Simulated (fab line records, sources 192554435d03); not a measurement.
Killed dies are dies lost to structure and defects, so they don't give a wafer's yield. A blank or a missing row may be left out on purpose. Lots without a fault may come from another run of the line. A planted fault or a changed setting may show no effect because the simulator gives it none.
Chamber matching | flow n5_finfet | N5_MOL_CONTACT_COAG_CMP_28 on cmp-04: 4 sister chambers
The step polishes, stops on SiNx, t overpolish 0.85 s, target thk 14.522 nm. 18 wafers are shown with their chamber, then 9 later ones without.

WAFERS WITH THEIR CHAMBER
wafer  | chamber | motor_current_A (A) | time_to_endpoint_s (s)
L074.1 | 2       | 14.0                | 6.4
L074.2 | 3       | 13.0                | 3.6
L074.3 | 0       | 11.7                | 6.4
L076.1 | 1       | 12.9                | 8.3
L076.5 | 1       | 12.6                | 10.1
L076.6 | 2       | 13.3                | 5.6
L079.3 | 0       | 11.5                | 4.8
L079.4 | 3       | 12.1                | 5.0
L079.6 | 2       | 13.9                | 4.0
L083.1 | 1       | 12.7                | 7.1
L083.3 | 3       | 12.3                | 5.3
L083.5 | 0       | 11.5                | 6.6
L086.1 | 2       | 13.5                | 3.2
L086.4 | 0       | 12.3                | 6.3
L086.5 | 1       | 12.6                | 3.8
L088.1 | 2       | 13.4                | 1.1
L088.2 | 3       | 11.9                | 4.5
L088.5 | 1       | 12.9                | 2.5

SIGNATURES (means of the wafers above)
reading            | chamber 0 | chamber 1 | chamber 2 | chamber 3 | scatter within a chamber
motor_current_A    | 11.750    | 12.740    | 13.620    | 12.325    | 0.338
time_to_endpoint_s | 6.025     | 6.360     | 4.060     | 4.600     | 2.08
Rule: a wafer's distance from a chamber is the root of the sum, over the readings, of the square of ((its reading less the chamber's mean) divided by the reading's scatter). The wafer belongs to the nearest chamber; if the next one is less than 2 further off, it can't be placed. The scatter: the root of (the sum of the squares of (reading less its chamber's mean) over the shown wafers, divided by (wafers less chambers)).

WAFERS WITHOUT THEIR CHAMBER
wafer  | motor_current_A (A) | time_to_endpoint_s (s)
L091.3 | 13.9                | 4.5
L091.4 | 11.9                | 3.8
L091.5 | 13.3                | 1.5
L095.2 | 12.5                | 3.4
L095.5 | 15.2                | 1.9
L095.6 | 11.7                | 1.2
L096.1 | 14.0                | 3.3
L096.2 | 11.8                | 4.7
L096.3 | 12.4                | 2.6

WHICH CHAMBER EACH WENT THROUGH
wafer  | from the rows above          | in truth
L091.3 | 2                            | 2
L091.4 | can't be placed: 0 or 3 or 1 | 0
L091.5 | can't be placed: 2 or 1 or 3 | 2
L095.2 | can't be placed: 3 or 1 or 0 | 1
L095.5 | 2                            | 2
L095.6 | can't be placed: 0 or 3 or 1 | 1
L096.1 | 2                            | 2
L096.2 | can't be placed: 0 or 3      | 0
L096.3 | can't be placed: 3 or 1 or 0 | 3
Placed correctly: 3 of 9. Can't be placed from these rows: 6 (the true chamber is among the candidates in 6). Placed wrongly: 0.
